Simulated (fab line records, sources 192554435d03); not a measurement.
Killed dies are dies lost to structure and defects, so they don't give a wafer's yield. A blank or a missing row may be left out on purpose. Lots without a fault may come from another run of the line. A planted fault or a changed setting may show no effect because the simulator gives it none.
Chamber matching | flow n5_finfet | N5_BEOL_M6_PECVD_70 on pecvd-02: 3 sister chambers
The step deposits SiO2 from TEOS/O2, target thk 20 nm, time 22.7 s. 3 wafers are shown with their chamber, then 11 later ones without.

WAFERS WITH THEIR CHAMBER
wafer  | chamber | showerhead_plenum_p_Torr (Torr)
L082.3 | 0       | 8.71
L086.6 | 1       | 8.67
L089.2 | 2       | 8.81

WAFERS WITHOUT THEIR CHAMBER
wafer  | showerhead_plenum_p_Torr (Torr)
L089.4 | 8.68
L089.5 | 8.65
L091.1 | 8.68
L091.3 | 8.73
L091.4 | 8.68
L093.3 | 8.70
L093.5 | 8.77
L093.6 | 8.71
L097.1 | 8.72
L097.2 | 8.78
L097.6 | 8.68

WHICH CHAMBER EACH WENT THROUGH
wafer  | from the rows above     | in truth
L089.4 | can't be placed: 1 or 0 | 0
L089.5 | 1                       | 1
L091.1 | can't be placed: 1 or 0 | 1
L091.3 | 0                       | 0
L091.4 | can't be placed: 1 or 0 | 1
L093.3 | can't be placed: 0 or 1 | 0
L093.5 | can't be placed: 2 or 0 | 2
L093.6 | 0                       | 0
L097.1 | 0                       | 0
L097.2 | 2                       | 2
L097.6 | can't be placed: 1 or 0 | 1
Placed correctly: 5 of 11. Can't be placed from these rows: 6 (the true chamber is among the candidates in 6). Placed wrongly: 0.
How it was worked out, from the rows above alone: a wafer's distance from a chamber is the root of the sum, over the readings, of the square of ((its reading less the chamber's mean) divided by the reading's scatter). The wafer belongs to the nearest chamber; if the next one is less than 2 further off, it can't be placed. A chamber's mean is the mean of its shown wafers. The scatter: with one shown wafer a chamber, the root of the mean of the squares of how far each hidden wafer lies from its nearest shown one.
